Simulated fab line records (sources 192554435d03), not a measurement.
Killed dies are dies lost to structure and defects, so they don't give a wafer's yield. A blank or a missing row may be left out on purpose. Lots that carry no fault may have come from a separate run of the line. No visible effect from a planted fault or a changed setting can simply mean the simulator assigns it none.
fab line records ; flow n5Finfet
[record] lots = 7; wafers = 39
route steps=1938 shown ZERO_LAYER@4 FIN_SAQP@110 SD_EPI_N@288 SDB@368 GATE_CUT@467 BEOL_M0_SAQP@640 BEOL_M2@904 BEOL_M3@931 BEOL_M4@1067 BEOL_M7@1308 BEOL_M9@1405 BEOL_M11@1578 BEOL_M14@1762 PAD_METAL@1895 PASSIVATION@1936
startH: hours from the record's first day to the start of the lot's first wafer shown ; waitH: hours from the lot's prior step to this one ; " the same as in the row above ; L1.1+2: a single row standing in for several wafers ; - either no value or no given start ; * or withheld: withheld ; < > ~ a bound
route shown NAME@n: names a module that has steps shown in the file, with the first one's number in the route ; usual: mean/standard deviation taken from wafers without a fault ; same: alike in all rows ; chamber/n: place in a boat ; sites: per-site readings ; _std_site: how widely they spread, as a standard deviation ; _edge_site: outer sites' mean less inner sites' ; radiusMm: for every site, how far away it sits from the centre of the wafer ; mask NAME#n: copy n ; behind: the last tool/chamber to shape the wafer ; hold: cause of the lot's hold/its duration in hours/its outcome ; device: transistor that didn't switch, given as n, p or np ; end of line: the same wafers' tests at the end of the route ; a step given without rows: its recipe and nothing more ; killed: the dies lost at the first sort to structure and to defects; this is not the yield of the wafer ; map: per-die view of a wafer (x killed, . not killed, _ where there is no die)
set.NAME: the setting as run; set.NAME@STEP: as run at that earlier step ; model.NAME: the simulator's own value behind a step, which no gauge read
lots run with intentionally changed settings; tables by step, rows by wafer
[[steps]]
[step N5_ZERO_LAYER_PECVD_02]
[recipe] material = SiO2; targetThkA = 100; tempC = 400; precursor = SiH4/N2O; pressureTorr = 0.75; rfW = 275; timeS = 6
[step N5_FIN_SAQP_DEVELOP_15]
[recipe] developTimeS = 30; developer = TMAH; resist = CAR-ArF; devTempC = 23; rinseLiquid = diw; dry = airSpin
[step N5_SD_EPI_N_EPI_21]
[recipe] material = Si:P; dopant = P; tempC = 680; pressureTorr = 255; timeS = 690
[step N5_SDB_ETCH_25]
[recipe] chemistry = C4F6/O2; target = SiO2; targetDepthA = 100; timeS = 3.3; ionEnergyEv = 250; maskMaterial = SiNx; pressureMtorr = 30; sourceW = 345; biasW = 185; Ar_flow_sccm = 300; C4F6_flow_sccm = 10; O2_flow_sccm = 10
[step N5_GATE_CUT_ETCHBACK_30]
[recipe] chemistry = Cl2/Ar; target = TiN; targetDepthA = 30; mode = isotropic; pressureMtorr = 10; icpW = 600; biasW = 60; Cl2_flow_sccm = 40; Ar_flow_sccm = 60
[step N5_BEOL_M0_SAQP_HM_DEP_111]
[recipe] material = SiO2; targetThkA = 120; tempC = 400; precursor = SiH4/N2O; pressureTorr = 0.75; rfW = 275; timeS = 7.2
[step N5_BEOL_M2_SPUTTER_48]
[recipe] material = Cu; targetThkA = 45; tempC = -20; chamberPressurePa = 0.07; powerW = withheld; timeS = 8.29
[step N5_BEOL_M3_ILD_DEP_00]
[recipe] material = SiOC; targetThkA = 790; tempC = 350; precursor = DEMS/O2; pressureTorr = 5; rfW = 500; timeS = 15.3
[step N5_BEOL_M4_VIA_ETCH_34]
[recipe] chemistry = C4F6/O2; targetDepthA = 694; maskMaterial = SOC; pressureMtorr = 15; ionEnergyEv = 250; taperDeg = 4; timeS = 65.9; sourceW = 350; biasW = 170; Ar_flow_sccm = 300; C4F6_flow_sccm = 10; O2_flow_sccm = 10
[step N5_BEOL_M7_TRENCH_ETCH_37]
[recipe] chemistry = C4F6/O2; targetDepthA = 934.78; target = SiCOH_lowk; timeS = 31.2; ionEnergyEv = 250; pressureMtorr = 30; sourceW = 345; biasW = 185; Ar_flow_sccm = 300; C4F6_flow_sccm = 10; O2_flow_sccm = 10
[step N5_BEOL_M9_HM_DEP_02]
[recipe] material = TiN; targetThkA = 200; tempC = 25; chamberPressurePa = 0.49996
[step N5_BEOL_M11_TRENCH_ETCH_37]
[recipe] chemistry = C4F6/O2; targetDepthA = 1488.3; target = SiCOH_lowk; timeS = 48; ionEnergyEv = 250; pressureMtorr = 30; sourceW = 345; biasW = 185; Ar_flow_sccm = 300; C4F6_flow_sccm = 10; O2_flow_sccm = 10
[step N5_BEOL_M14_SPUTTER_43]
[recipe] material = TaN; targetThkA = 150; tempC = 50; biasV = 168.6; powerW = 15000; chamberPressurePa = 0.12; timeS = 24.19
[step N5_PASSIVATION_SPUTTER_20]
[recipe] material = TaN; targetThkA = 500; tempC = 25; chamberPressurePa = 0.4
[step N5_PASSIVATION_PROBE_49]
[usual] killed_at_M0_to_M3 = 32/9.6
lot.wafer;tool;chamber;startH;waitH;set.timeS@ZERO_LAYER_PECVD_02;set.developTimeS@FIN_SAQP_DEVELOP_15;set.epiGrowthTimeS@SD_EPI_N_EPI_21;set.timeS@SDB_ETCH_25;set.targetDepthA@GATE_CUT_ETCHBACK_30;set.timeS@BEOL_M0_SAQP_HM_DEP_111;set.targetThkA@BEOL_M2_SPUTTER_48;set.targetThkA@BEOL_M3_ILD_DEP_00;set.targetDepthA@BEOL_M4_VIA_ETCH_34;set.timeS@BEOL_M7_TRENCH_ETCH_37;set.targetThkA@BEOL_M9_HM_DEP_02;set.timeS@BEOL_M11_TRENCH_ETCH_37;set.targetThkA@BEOL_M14_SPUTTER_43;set.targetThkA@PASSIVATION_SPUTTER_20;killed_at_M0_to_M3
L077.1;prober-02;-;300.05;0.0;6;30;690;3.3;13.38;7.2;45;790;1034;13.99;200;48;150;500;53
L077.2;prober-02;-;300.10;0.1;6;30;690;2.784;30;7.2;31.36;950.9;694;13.99;200;48;150;500;34
L077.3;prober-02;-;300.15;0.1;6;15.98;690;2.784;30;7.2;31.36;790;1034;31.2;200;48;150;646.9;26
L077.4;prober-02;-;300.20;0.2;6;15.98;690;3.3;13.38;7.2;31.36;950.9;1034;31.2;200;48;150;646.9;31
L077.5;prober-02;-;300.25;0.2;6;30;690;2.784;13.38;7.2;45;790;694;31.2;200;48;150;500;38
L077.6;prober-02;-;300.30;0.3;6;15.98;690;3.3;30;7.2;45;950.9;694;13.99;200;48;150;646.9;51
L089.1;prober-02;-;369.00;0.0;6;17.78;690;4.104;40.75;7.2;45;430.2;694;19.01;200;63.84;150;789.3;1097
L089.2;prober-02;-;369.05;0.1;6;17.78;690;4.104;30;7.2;19.8;790;694;19.01;200;63.84;92.31;500;44
L089.3;prober-02;-;369.10;0.1;8.51;17.78;690;3.3;40.75;7.2;45;790;694;31.2;256.6;63.84;92.31;500;29
L089.4;prober-02;-;369.15;0.2;8.51;30;690;3.3;30;7.2;19.8;790;694;31.2;200;48;150;789.3;42
L089.5;prober-02;-;369.20;0.2;8.51;30;690;4.104;40.75;7.2;19.8;430.2;694;31.2;256.6;48;92.31;789.3;1127
L089.6;prober-02;-;369.25;0.3;6;30;690;3.3;30;7.2;45;430.2;694;19.01;256.6;48;150;500;1109
L091.1;prober-02;-;412.27;0.0;6;30;690;2.212;37.3;7.2;45;521.9;1063;47.54;248.3;58.4;150;377.2;1108
L091.2;prober-02;-;412.32;0.1;6;30;690;3.3;37.3;7.2;23.26;521.9;694;47.54;200;58.4;150;500;1119
L091.3;prober-02;-;412.37;0.1;6;30;690;3.3;37.3;6.036;23.26;790;694;31.2;248.3;48;150;500;29
L091.4;prober-02;-;412.42;0.2;6;30;690;2.212;30;6.036;45;521.9;1063;31.2;200;48;150;500;1122
L091.5;prober-02;-;412.47;0.2;6;30;690;3.3;30;7.2;45;790;694;31.2;248.3;58.4;150;377.2;33
L091.6;prober-02;-;412.52;0.3;6;30;690;2.212;30;6.036;23.26;790;1063;47.54;200;48;150;377.2;39
L094.1;prober-01;-;414.94;0.0;6;36.58;824.4;1.848;37.65;4.16;45;938.2;323.4;31.2;290.3;48;150;500;23
L094.2;prober-01;-;414.99;0.1;6;30;824.4;1.848;30;7.2;45;938.2;694;31.2;290.3;68.5;150;226.9;55
L094.3;prober-01;-;415.04;0.1;7.145;30;824.4;3.3;37.65;7.2;45;790;323.4;13.44;200;68.5;150;500;31
L094.4;prober-01;-;415.09;0.2;7.145;36.58;690;3.3;30;4.16;45;790;323.4;31.2;200;68.5;218.7;226.9;31
L094.5;prober-01;-;415.14;0.2;6;30;690;3.3;30;4.16;45;938.2;694;13.44;200;48;218.7;226.9;44
L094.6;prober-01;-;415.19;0.3;7.145;36.58;690;1.848;37.65;7.2;45;790;694;13.44;290.3;48;218.7;500;34
L093.1;prober-02;-;424.52;0.0;6;35.83;690;4.368;17.07;7.2;29.11;480.4;417.4;39.24;200;21.86;150;669;1105
L093.2;prober-02;-;424.57;0.1;6;30;690;4.368;30;7.2;29.11;790;694;31.2;142.2;48;150;669;25
L093.3;prober-02;-;424.62;0.1;6;35.83;690;3.3;17.07;7.2;29.11;480.4;694;39.24;142.2;48;150;500;1114
L093.4;prober-02;-;424.67;0.2;6;35.83;690;4.368;30;7.2;45;790;417.4;39.24;142.2;21.86;222.7;669;21
L093.5;prober-02;-;424.72;0.2;6;30;690;3.3;30;7.2;45;480.4;417.4;31.2;200;48;222.7;500;1084
L093.6;prober-02;-;424.77;0.3;6;30;690;3.3;17.07;7.2;45;790;694;31.2;200;21.86;222.7;500;44
L095.1;prober-01;-;432.57;0.0;3.275;30;1032;4.732;30;7.2;45;790;573.3;31.2;113.1;48;150;263.3;36
L095.2;prober-01;-;432.62;0.1;3.275;30;690;3.3;30;7.2;45;790;694;31.2;113.1;64.13;150;500;25
L095.3;prober-01;-;432.67;0.1;6;42.58;1032;3.3;30;7.2;45;790;573.3;45.31;200;64.13;150;500;33
L095.4;prober-01;-;432.72;0.2;3.275;42.58;690;4.732;20.34;7.2;45;790;694;31.2;200;48;194.1;500;26
L095.5;prober-01;-;432.77;0.2;6;42.58;690;4.732;20.34;7.2;45;790;573.3;45.31;113.1;48;194.1;263.3;20
L095.6;prober-01;-;432.82;0.3;6;30;1032;3.3;20.34;7.2;45;790;694;45.31;200;64.13;194.1;263.3;32
L097.1;prober-02;-;437.53;0.0;6;30;690;3.3;30;7.2;45;790;694;31.2;200;48;150;500;28
L097.3;prober-02;-;437.63;0.1;6;30;690;3.3;30;7.2;45;790;694;31.2;200;48;150;500;26
L097.6;prober-02;-;437.78;0.3;6;30;690;3.3;30;7.2;45;790;694;31.2;200;48;150;500;26
// killed by level:class
L077.1 BEOL_M7:areaEcd=1053 MOL_CONTACT_COAG:geometricParticle:open=32 BEOL_M3:geometricParticle:open=25 BEOL_M2:geometricParticle:open=12 STI_FIN_REVEAL:geometricParticle:open=9 MOL_CONTACT_COAG:geometricParticle:short=7 DUMMY_GATE:geometricParticle:open=4 BEOL_M1:geometricParticle:open=4
L077.2 BEOL_M7:areaEcd=1071 MOL_CONTACT_COAG:geometricParticle:open=18 FIN_SAQP:geometricParticle:open=15 BEOL_M3:geometricParticle:open=13 BEOL_M0_SAQP:geometricParticle:open=7 BEOL_M4:geometricParticle:open=7 MOL_CONTACT_COAG:geometricParticle:short=6 STI_FIN_REVEAL:geometricParticle:open=4
L077.3 PAD_METAL:areaSputter=528 MOL_CONTACT_COAG:geometricParticle:open=23 STI_FIN_REVEAL:geometricParticle:open=8 BEOL_M0_SAQP:geometricParticle:open=6 BEOL_M2:geometricParticle:open=5 HKMG_FIN:areaEtch=5 DUMMY_GATE:geometricParticle:open=4 MOL_CONTACT_COAG:geometricParticle:short=4
L077.4 PAD_METAL:areaSputter=521 MOL_CONTACT_COAG:geometricParticle:open=16 BEOL_M2:geometricParticle:open=9 STI_FIN_REVEAL:geometricParticle:open=7 GATE_CUT:geometricParticle:short=7 BEOL_M0_SAQP:geometricParticle:open=7 MOL_CONTACT_COAG:geometricParticle:short=5 BEOL_M3:geometricParticle:open=5
L077.5 MOL_CONTACT_COAG:geometricParticle:open=15 STI_FIN_REVEAL:geometricParticle:open=13 BEOL_M3:geometricParticle:open=11 BEOL_M0_SAQP:geometricParticle:short=10 FIN_SAQP:geometricParticle:short=6 BEOL_M0_SAQP:geometricParticle:open=6 MOL_CONTACT_COAG:geometricParticle:short=5 BEOL_M3:geometricParticle:short=4
L077.6 BEOL_M7:areaEcd=1062 BEOL_M3:geometricParticle:open=19 MOL_CONTACT_COAG:geometricParticle:open=16 BEOL_M4:geometricParticle:open=11 BEOL_M0_SAQP:geometricParticle:short=9 MOL_CONTACT_COAG:geometricParticle:short=8 BEOL_M2:geometricParticle:open=8 BEOL_M0_SAQP:geometricParticle:open=6
L089.1 BEOL_M3:areaDep=1050 FIN_SAQP:geometricParticle:open=22 FIN_SAQP:geometricParticle:short=11 BEOL_M0_SAQP:geometricParticle:short=10 MOL_CONTACT_COAG:geometricParticle:open=9 BEOL_M0_SAQP:geometricParticle:open=9 BEOL_M3:geometricParticle:open=8 BEOL_M1:geometricParticle:open=8
L089.2 BEOL_M7:areaEcd=84 FIN_SAQP:geometricParticle:open=14 BEOL_M2:geometricParticle:open=11 DUMMY_GATE:geometricParticle:open=9 MOL_CONTACT_COAG:geometricParticle:open=9 BEOL_M3:geometricParticle:open=9 BEOL_M2:interfaceVoidOpened=7 FIN_SAQP:geometricParticle:short=6
L089.3 STI_FIN_REVEAL:geometricParticle:open=12 FIN_SAQP:geometricParticle:short=11 FIN_SAQP:geometricParticle:open=11 MOL_CONTACT_COAG:geometricParticle:open=7 BEOL_M0_SAQP:geometricParticle:short=6 BEOL_M2:geometricParticle:open=6 ILD0:geometricParticle:short=5 BEOL_M2:geometricParticle:short=5
L089.4 PAD_METAL:areaSputter=1079 FIN_SAQP:geometricParticle:open=15 FIN_SAQP:geometricParticle:short=12 BEOL_M0_SAQP:geometricParticle:open=9 BEOL_M2:geometricParticle:open=8 BEOL_M3:geometricParticle:open=7 STI_FIN_REVEAL:geometricParticle:open=6 BEOL_M0_SAQP:geometricParticle:short=6
L089.5 BEOL_M3:areaDep=1101 FIN_SAQP:geometricParticle:open=9 STI_FIN_REVEAL:geometricParticle:open=5 DUMMY_GATE:geometricParticle:open=5 BEOL_M1:geometricParticle:open=5 FIN_SAQP:geometricParticle:short=4 MOL_CONTACT_COAG:geometricParticle:open=4 BEOL_M0_SAQP:geometricParticle:open=4
L089.6 BEOL_M3:areaDep=1088 FIN_SAQP:geometricParticle:short=14 STI_FIN_REVEAL:geometricParticle:open=12 FIN_SAQP:geometricParticle:open=10 GATE_CUT:geometricParticle:short=6 BEOL_M0_SAQP:geometricParticle:short=6 ILD0:geometricParticle:short=5 MOL_CONTACT_COAG:geometricParticle:open=5
L091.1 BEOL_M3:areaDep=1082 MOL_CONTACT_COAG:geometricParticle:open=21 BEOL_M0_SAQP:geometricParticle:short=13 BEOL_M0_SAQP:geometricParticle:open=9 MOL_CONTACT_COAG:geometricParticle:short=7 STI_FIN_REVEAL:geometricParticle:open=6 STARTING-WAFER:geometricParticle:open=5 DUMMY_GATE:geometricParticle:open=3
L091.2 BEOL_M3:areaDep=1094 MOL_CONTACT_COAG:geometricParticle:open=11 DUMMY_GATE:geometricParticle:open=7 BEOL_M4:geometricParticle:open=7 STI_FIN_REVEAL:geometricParticle:open=5 BEOL_M0_SAQP:geometricParticle:open=5 GATE_CUT:geometricParticle:open=4 MOL_CONTACT_COAG:geometricParticle:short=4
L091.3 DUMMY_GATE:geometricParticle:open=10 BEOL_M0_SAQP:geometricParticle:open=9 STI_FIN_REVEAL:geometricParticle:open=8 GATE_CUT:geometricParticle:open=6 GATE_CUT:geometricParticle:short=6 BEOL_M0_SAQP:geometricParticle:short=6 BEOL_M2:geometricParticle:open=6 ILD0:geometricParticle:open=5
L091.4 BEOL_M3:areaDep=1095 MOL_CONTACT_COAG:geometricParticle:open=12 STI_FIN_REVEAL:geometricParticle:open=7 DUMMY_GATE:geometricParticle:open=7 BEOL_M1:geometricParticle:open=7 BEOL_M0_SAQP:geometricParticle:open=5 BEOL_M0_SAQP:geometricParticle:short=5 STARTING-WAFER:geometricParticle:open=4
L091.5 BEOL_M0_SAQP:geometricParticle:open=16 BEOL_M0_SAQP:geometricParticle:short=12 MOL_CONTACT_COAG:geometricParticle:open=7 FIN_SAQP:geometricParticle:open=5 GATE_CUT:geometricParticle:short=4 BEOL_M4:geometricParticle:open=4 FIN_SAQP:geometricParticle:short=3 DUMMY_GATE:geometricParticle:open=3
L091.6 BEOL_M7:areaEtch=213 BEOL_M0_SAQP:geometricParticle:short=12 FIN_SAQP:geometricParticle:short=9 DUMMY_GATE:geometricParticle:open=8 BEOL_M0_SAQP:geometricParticle:open=8 BEOL_M4:geometricParticle:open=6 BEOL_M2:interfaceVoidOpened=6 FIN_SAQP:geometricParticle:open=5
L094.1 BEOL_M9:areaOpen=455 BEOL_M4:areaEtch=113 MOL_CONTACT_COAG:geometricParticle:open=14 FIN_SAQP:geometricParticle:short=12 BEOL_M5:geometricParticle:open=7 FIN_SAQP:geometricParticle:open=6 GATE_CUT:geometricParticle:short=6 BEOL_M1:geometricParticle:open=6
L094.2 BEOL_M9:areaOpen=653 BEOL_M1:geometricParticle:open=18 MOL_CONTACT_COAG:geometricParticle:open=15 BEOL_M2:geometricParticle:open=13 BEOL_M0_SAQP:geometricParticle:short=8 FIN_SAQP:geometricParticle:short=6 BEOL_M3:geometricParticle:open=6 FIN_SAQP:geometricParticle:open=5
L094.3 BEOL_M7:areaEcd=929 BEOL_M4:areaEtch=148 STI_FIN_REVEAL:geometricParticle:open=10 MOL_CONTACT_COAG:geometricParticle:open=9 BEOL_M1:geometricParticle:open=9 BEOL_M2:geometricParticle:open=7 FIN_SAQP:geometricParticle:short=6 GATE_CUT:geometricParticle:short=6
L094.4 BEOL_M4:areaEtch=212 BEOL_M0_SAQP:geometricParticle:open=13 MOL_CONTACT_COAG:geometricParticle:open=12 STI_FIN_REVEAL:geometricParticle:open=9 BEOL_M1:geometricParticle:open=6 FIN_SAQP:geometricParticle:open=5 BEOL_M0_SAQP:geometricParticle:short=5 BEOL_M4:geometricParticle:open=5
L094.5 BEOL_M7:areaEcd=1069 MOL_CONTACT_COAG:geometricParticle:open=11 BEOL_M0_SAQP:geometricParticle:open=10 BEOL_M1:geometricParticle:open=9 BEOL_M3:geometricParticle:open=7 BEOL_M0:geometricParticle:short=6 BEOL_M0_SAQP:geometricParticle:short=5 STARTING-WAFER:geometricParticle:short=5
L094.6 BEOL_M7:areaEcd=1065 MOL_CONTACT_COAG:geometricParticle:open=15 BEOL_M0:geometricParticle:short=9 BEOL_M1:geometricParticle:open=8 BEOL_M9:areaOpen=7 FIN_SAQP:geometricParticle:short=6 FIN_SAQP:geometricParticle:open=5 STI_FIN_REVEAL:geometricParticle:open=5
L093.1 BEOL_M3:areaDep=1074 FIN_SAQP:geometricParticle:open=13 MOL_CONTACT_COAG:geometricParticle:open=9 MOL_CONTACT_COAG:geometricParticle:short=8 FIN_SAQP:geometricParticle:short=7 BEOL_M2:geometricParticle:open=7 DUMMY_GATE:geometricParticle:open=6 BEOL_M0_SAQP:geometricParticle:short=6
L093.2 PAD_METAL:areaSputter=1024 MOL_CONTACT_COAG:geometricParticle:open=11 BEOL_M4:geometricParticle:open=8 BEOL_M0_SAQP:geometricParticle:open=8 FIN_SAQP:geometricParticle:short=7 FIN_SAQP:geometricParticle:open=6 BEOL_M5:geometricParticle:open=6 MOL_CONTACT_COAG:geometricParticle:short=4
L093.3 BEOL_M3:areaDep=1095 FIN_SAQP:geometricParticle:short=19 MOL_CONTACT_COAG:geometricParticle:open=9 FIN_SAQP:geometricParticle:open=7 BEOL_M4:geometricParticle:open=6 BEOL_M0_SAQP:geometricParticle:open=5 BEOL_M1:geometricParticle:open=5 GATE_CUT:geometricParticle:short=4
L093.4 BEOL_M11:areaEtch=1086 FIN_SAQP:geometricParticle:open=15 BEOL_M5:geometricParticle:open=7 FIN_SAQP:geometricParticle:short=6 BEOL_M3:geometricParticle:open=6 STI_FIN_REVEAL:geometricParticle:open=5 GATE_CUT:geometricParticle:short=5 MOL_CONTACT_COAG:geometricParticle:open=5
L093.5 BEOL_M3:areaDep=1056 FIN_SAQP:geometricParticle:short=15 FIN_SAQP:geometricParticle:open=11 MOL_CONTACT_COAG:geometricParticle:open=10 BEOL_M4:geometricParticle:open=8 BEOL_M2:geometricParticle:short=7 GATE_CUT:geometricParticle:short=6 BEOL_M0_SAQP:geometricParticle:open=6
L093.6 BEOL_M11:areaEtch=1079 BEOL_M2:geometricParticle:open=11 BEOL_M3:geometricParticle:open=11 BEOL_M5:geometricParticle:open=7 GATE_CUT:geometricParticle:short=6 BEOL_M0_SAQP:geometricParticle:short=6 FIN_SAQP:geometricParticle:open=5 FIN_SAQP:geometricParticle:short=5
L095.1 BEOL_M0_SAQP:geometricParticle:open=14 BEOL_M0_SAQP:geometricParticle:short=11 FIN_SAQP:geometricParticle:open=9 STI_FIN_REVEAL:geometricParticle:open=9 MOL_CONTACT_COAG:geometricParticle:open=8 BEOL_M4:geometricParticle:open=7 BEOL_M1:geometricParticle:open=6 FIN_SAQP:geometricParticle:short=4
L095.2 STI_FIN_REVEAL:geometricParticle:open=35 FIN_SAQP:geometricParticle:open=14 FIN_SAQP:geometricParticle:short=7 MOL_CONTACT_COAG:geometricParticle:open=7 BEOL_M1:geometricParticle:open=7 BEOL_M0_SAQP:geometricParticle:short=6 BEOL_M5:geometricParticle:open=6 ILD0:geometricParticle:short=5
L095.3 BEOL_M4:geometricParticle:open=17 MOL_CONTACT_COAG:geometricParticle:open=8 BEOL_M0_SAQP:geometricParticle:open=8 BEOL_M3:geometricParticle:open=8 FIN_SAQP:geometricParticle:open=7 FIN_SAQP:geometricParticle:short=7 GATE_CUT:geometricParticle:short=6 BEOL_M0_SAQP:geometricParticle:short=6
L095.4 STI_FIN_REVEAL:geometricParticle:open=21 BEOL_M0_SAQP:geometricParticle:short=8 FIN_SAQP:geometricParticle:open=5 BEOL_M1:geometricParticle:open=5 FIN_SAQP:geometricParticle:short=3 STI_FIN_REVEAL:geometricParticle:short=3 MOL_CONTACT_COAG:geometricParticle:short=3 STARTING-WAFER:geometricParticle:open=3
L095.5 MOL_CONTACT_COAG:geometricParticle:open=18 FIN_SAQP:geometricParticle:short=14 FIN_SAQP:geometricParticle:open=12 BEOL_M7:areaEtch=9 STI_FIN_REVEAL:geometricParticle:open=8 BEOL_M3:geometricParticle:open=6 BEOL_M0_SAQP:geometricParticle:open=5 ILD0:geometricParticle:short=4
L095.6 STI_FIN_REVEAL:geometricParticle:open=14 MOL_CONTACT_COAG:geometricParticle:open=13 BEOL_M0_SAQP:geometricParticle:short=10 BEOL_M4:geometricParticle:open=10 FIN_SAQP:geometricParticle:open=9 BEOL_M0_SAQP:geometricParticle:open=8 BEOL_M5:geometricParticle:open=6 BEOL_M3:geometricParticle:open=5
L097.1 MOL_CONTACT_COAG:geometricParticle:open=17 STI_FIN_REVEAL:geometricParticle:open=12 FIN_SAQP:geometricParticle:short=10 BEOL_M3:geometricParticle:open=7 FIN_SAQP:geometricParticle:open=6 BEOL_M1:geometricParticle:open=6 BEOL_M4:geometricParticle:open=6 BEOL_M0_SAQP:geometricParticle:short=5
L097.3 STI_FIN_REVEAL:geometricParticle:open=16 MOL_CONTACT_COAG:geometricParticle:open=13 FIN_SAQP:geometricParticle:open=9 STI_FIN_REVEAL:geometricParticle:short=9 BEOL_M0_SAQP:geometricParticle:open=7 BEOL_M1:geometricParticle:open=7 MOL_CONTACT_COAG:geometricParticle:short=6 FIN_SAQP:geometricParticle:short=5
L097.6 MOL_CONTACT_COAG:geometricParticle:open=12 STI_FIN_REVEAL:geometricParticle:open=10 FIN_SAQP:geometricParticle:short=8 FIN_SAQP:geometricParticle:open=7 BEOL_M1:geometricParticle:short=7 BEOL_M1:geometricParticle:open=6 GATE_CUT:geometricParticle:short=5 BEOL_M2:geometricParticle:open=5
[[key]]
[split] step = N5_ZERO_LAYER_PECVD_02; setting = timeS; statedAs = 6
response none clear
[split] step = N5_FIN_SAQP_DEVELOP_15; setting = developTimeS; statedAs = 30
response none clear
[split] step = N5_SD_EPI_N_EPI_21; setting = epiGrowthTimeS; statedAs = 690
response none clear
[split] step = N5_SDB_ETCH_25; setting = timeS; statedAs = 3.3
response none clear
[split] step = N5_GATE_CUT_ETCHBACK_30; setting = targetDepthA; statedAs = 30
response none clear
[split] step = N5_BEOL_M0_SAQP_HM_DEP_111; setting = timeS; statedAs = 7.2
response none clear
[split] step = N5_BEOL_M2_SPUTTER_48; setting = targetThkA; statedAs = 45
response none clear
[split] step = N5_BEOL_M3_ILD_DEP_00; setting = targetThkA; statedAs = 790
[response] step = N5_PASSIVATION_PROBE_49; reading = killed_at_M0_to_M3; slope = -23.8; per = 1%; togetherWith = all; explained = 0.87
[split] step = N5_BEOL_M4_VIA_ETCH_34; setting = targetDepthA; statedAs = 694
response none clear
[split] step = N5_BEOL_M7_TRENCH_ETCH_37; setting = timeS; statedAs = 31.2
response none clear
[split] step = N5_BEOL_M9_HM_DEP_02; setting = targetThkA; statedAs = 200
response none clear
[split] step = N5_BEOL_M11_TRENCH_ETCH_37; setting = timeS; statedAs = 48
response none clear
[split] step = N5_BEOL_M14_SPUTTER_43; setting = targetThkA; statedAs = 150
response none clear
[split] step = N5_PASSIVATION_SPUTTER_20; setting = targetThkA; statedAs = 500
response none clear
